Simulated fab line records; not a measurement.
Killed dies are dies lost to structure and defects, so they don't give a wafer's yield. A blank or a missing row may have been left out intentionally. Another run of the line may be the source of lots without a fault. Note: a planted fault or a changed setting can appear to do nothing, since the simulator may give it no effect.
What tool caused it? :: flow n5_finfet :: 24 lots (72 wafers sampled), 1 step of a 1938-step route

== WHAT THE GAUGES SHOWED, per wafer ==
N5_BEOL_M5_CD_MEAS_18: pitch 56 nm, target cd 28 nm. Usual: cd_nm at 27.97 nm, with a standard deviation of 0.27.
lot: L074
measured: day 8 00:14
on: cd_sem-02
cd_nm (nm): 28.09 28.09 27.82
flag: 

lot: L075
measured: day 8 08:55
on: cd_sem-03
cd_nm (nm): 28.03 27.97 28.02
flag: 

lot: L076
measured: day 8 18:21
on: cd_sem-03
cd_nm (nm): 27.90 27.83 28.06
flag: 

lot: L077
measured: day 9 06:33
on: cd_sem-02
cd_nm (nm): 27.39 27.82 27.56
flag: 

lot: L079
measured: day 9 14:40
on: cd_sem-02
cd_nm (nm): 28.10 28.13 27.60
flag: 

lot: L080
measured: day 9 19:52
on: cd_sem-03
cd_nm (nm): 27.78 28.15 27.90
flag: 

lot: L078
measured: day 9 22:37
on: cd_sem-02
cd_nm (nm): 28.18 28.10 27.76
flag: 

lot: L081
measured: day 10 01:03
on: cd_sem-02
cd_nm (nm): 27.96 28.28 28.10
flag: 

lot: L082
measured: day 10 01:48
on: cd_sem-03
cd_nm (nm): 27.66 27.75 27.45
flag: 

lot: L085
measured: day 10 19:13
on: cd_sem-01
cd_nm (nm): 28.30 27.86 27.88
flag: 

lot: L084
measured: day 11 01:37
on: cd_sem-02
cd_nm (nm): 28.05 27.62 27.79
flag: 

lot: L083
measured: day 11 04:46
on: cd_sem-02
cd_nm (nm): 27.90 28.20 27.87
flag: 

lot: L087
measured: day 11 09:48
on: cd_sem-03
cd_nm (nm): 27.92 27.68 27.45
flag: 

lot: L086
measured: day 11 13:27
on: cd_sem-02
cd_nm (nm): 28.45 27.64 27.51
flag: 

lot: L088
measured: day 11 23:00
on: cd_sem-03
cd_nm (nm): 28.25 28.01 27.63
flag: 

lot: L090
measured: day 12 02:28
on: cd_sem-02
cd_nm (nm): 28.39 28.31 28.15
flag: 

lot: L091
measured: day 12 11:19
on: cd_sem-01
cd_nm (nm): 28.38 28.39 28.39
flag: 

lot: L089
measured: day 12 18:59
on: cd_sem-03
cd_nm (nm): 28.10 28.42 28.29
flag: 

lot: L092
measured: day 12 22:29
on: cd_sem-01
cd_nm (nm): 27.66 27.88 27.94
flag: 

lot: L093
measured: day 13 02:32
on: cd_sem-02
cd_nm (nm): 28.40 27.92 27.66
flag: 

lot: L094
measured: day 13 06:11
on: cd_sem-01
cd_nm (nm): 28.37 27.79 28.42
flag: 

lot: L095
measured: day 13 15:51
on: cd_sem-03
cd_nm (nm): 28.06 28.23 27.83
flag: 

lot: L096
measured: day 14 01:16
on: cd_sem-03
cd_nm (nm): 27.56 27.62 27.86
flag: 

lot: L097
measured: day 14 08:23
on: cd_sem-02
cd_nm (nm): 27.86 27.75 28.26
flag: 

== WHAT TOOL EACH LOT RAN ON (gives the tool, then ch and the chambers of the sampled wafers, and finally the start) ==
No process step before these readings appears in the record.

== WHAT THE TOOLS THEMSELVES READ (means of the sampled wafers that have a number; where no wafer has one, the mark that the record gives instead) ==
The record holds no such reading with a usual standard deviation.

== THE ANSWER, worked out from the rows above alone ==
Rule: lot off if the mean of its wafers having a number is beyond 3 standard deviations from the usual mean. A lot without any number at a reading at which 4 lots or more have one is off too. Where the step has rows for the other lots, those lots are counted as sound. The gauges are gone through in route order, then the tools' own readings, and for those a lot's mean is taken as printed above. The first step at which some lot is off is used, and at that step the reading that is off furthest; a lot without a number counts as furthest.
Nothing can be told from this: no lot is off at any reading shown.

== WHAT THE SIMULATOR PUT IN ==
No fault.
